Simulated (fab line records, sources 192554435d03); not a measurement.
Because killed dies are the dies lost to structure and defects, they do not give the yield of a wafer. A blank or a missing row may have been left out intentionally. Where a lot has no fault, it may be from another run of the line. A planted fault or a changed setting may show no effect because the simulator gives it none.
A lot that was struck, set against a sound lot    flow n5Finfet    15 steps out of a route of 1938
Sound: these wafers, L224.2, L224.4, L224.5. Wafers struck: L234.2, L234.3, L234.5. The cause is named last.
Per side, at each step with rows, come the tool, then ch with its chambers, and then its first start. Under that, the readings that differ: sound wafers    struck wafers    difference of the means    sigmas: that difference in standard deviations of wafers without a fault.
alike: same words and numbers on both sides, and readings whose means sit less than 2 such deviations apart. not compared: any withheld reading, any reading some wafer has no value for, any bound like >300 that may hide the same value, and any number with overlapping values for which the record gives no deviation.
A row with sigmas, a row that says differs or no value, or rows on one side alone: a step with any of these is where the two part. When numbers do not overlap yet have no deviation, they are printed without sigmas and do not part them. A reading that every wafer of one side lacks parts them only if that side has two wafers or more.

first, 2 steps without rows for these wafers: N5_FIN_SAQP_STRIP_74 (strips in CHF3/O2); N5_FIN_SAQP_MANDREL_ETCH_22 (etches a-Si in HBr/Cl2, stops on SiNx, target depth 60 nm, bt time 10 s, time 30 s).
N5_FIN_SAQP_STRIP_55: strips in N2/H2.
  sound on rieDiel-04 ch 1,2, day 4 05:11; struck on rieDiel-02 ch 0,3, day 6 16:50
reading                   sound              struck             difference  sigmas
drypumpMotorCurrentA (A)  5.3 5.5 5.5        6.6 6.2 6.2        +0.9        +2
rfVppV (V)                122.6 123.8 126.6  122.7 122.4 116.0  -4.0        -3
  alike: chamberPressureMTorr, oesProductAu, showerheadPlenumPTorr, throttleValvePct
  not compared: rfHoursCounterH
then, 2 steps without rows for these wafers: N5_FIN_SAQP_STRIP_23 (strips in SPM, time 750 s); N5_FIN_SAQP_SRD_66 (time 30 s).
N5_FIN_SAQP_RECESS_75: chemistry HF/NH3, target SiO2, target depth 14.4 nm, afs cycles 3, sublimation time 60 s.
  sound on vaporEtch-02 ch 0,1, day 4 05:31; struck on vaporEtch-02 ch 0,1, day 6 17:09
  alike: drypumpMotorCurrentA
N5_FIN_SAQP_SPACER1_ALD_24: deposits SiO2, target thk 20.3 nm, pulse time 1 s, purge time 2 s.
  sound on aldSin-01 ch 2,3, day 4 06:02; struck on aldSin-01 ch 2,3, day 6 17:32
  alike: heaterPowerW, precursorPulseHeightRel
then, 2 steps without rows for these wafers: N5_FIN_SAQP_SPACER1_ETCHBACK_25 (etches SiO2 in CHF3/O2, target depth 24.4 nm, time 12.2 s); N5_FIN_SAQP_MANDREL1_REMOVE_56 (chemistry HBr/Cl2/O2, target a-Si, stops on SiNx, bt time 10 s).
N5_FIN_SAQP_CD_MEAS_27: target cd 20 nm.
  sound on cdSem-03 ch 0, day 4 06:58; struck on cdSem-01 ch 0, day 6 18:28
  alike: cdNm
N5_FIN_SAQP_ETCH_57: etches SiNx in CH3F/O2, target depth 32.5 nm, time 46.4 s.
  sound on rieDiel-02 ch 1,2, day 4 07:05; struck on rieDiel-04 ch 0,1,2, day 6 18:36
  alike: O2_flow_sccm, chamberPressureMTorr, drypumpMotorCurrentA, etchRfOnTimeS, oesProductAu, rfFwdPowerW, rfVppV, showerheadPlenumPTorr, throttleValvePct
  not compared: rfHoursCounterH
then, 1 step without rows for these wafers: N5_FIN_SAQP_ETCH_65 (etches SiO2 in CF4, target depth 4 nm, time 4.4 s).
N5_FIN_SAQP_MANDREL_ETCH_58: etches a-Si in HBr/Cl2, stops on SiNx, target depth 45 nm, bt time 10 s, time 27 s.
  sound on rieSi-03 ch 0,1,2, day 4 07:14; struck on rieSi-03 ch 0,1,2, day 6 18:45
reading          sound              struck             difference  sigmas
rfFwdPowerW (W)  796.5 797.4 790.9  315.7 314.7 310.6  -481.3      -99 or more
  alike: chamberPressureMTorr, drypumpMotorCurrentA, heBacksideLeakSccm, oesProductAu, throttleValvePct
  not compared: rfHoursCounterH
N5_FIN_SAQP_RECESS_63: chemistry HF/NH3, target SiO2, target depth 18 nm, afs cycles 3, sublimation time 60 s.
  sound on vaporEtch-01 ch 0, day 4 07:19; struck on vaporEtch-01 ch 0, day 6 18:50
  alike: drypumpMotorCurrentA
-- a jump in the record: the struck wafers' starts before and after are 10 days apart (it breaks off in module FIN_SAQP and resumes in module PASSIVATION, where the first step shown is number 1936 of the route) --
N5_PASSIVATION_PROBE_49:
  sound on prober-02, day 14 07:54; struck on prober-02, day 17 03:25
  alike: killed_at_M0_to_M3, killed_at_M4_up, killedAtContacts, killedAtFrontEnd, killedAtOther, killedDies, killedOpen, killedShort

== WHERE THEY PART ==
Last at N5_FIN_SAQP_MANDREL_ETCH_58 as far as this record goes, first at N5_FIN_SAQP_STRIP_55. Later steps at which nothing parts them and some readings are alike: N5_FIN_SAQP_RECESS_63, N5_PASSIVATION_PROBE_49.

WHY: what had been put in by the simulator
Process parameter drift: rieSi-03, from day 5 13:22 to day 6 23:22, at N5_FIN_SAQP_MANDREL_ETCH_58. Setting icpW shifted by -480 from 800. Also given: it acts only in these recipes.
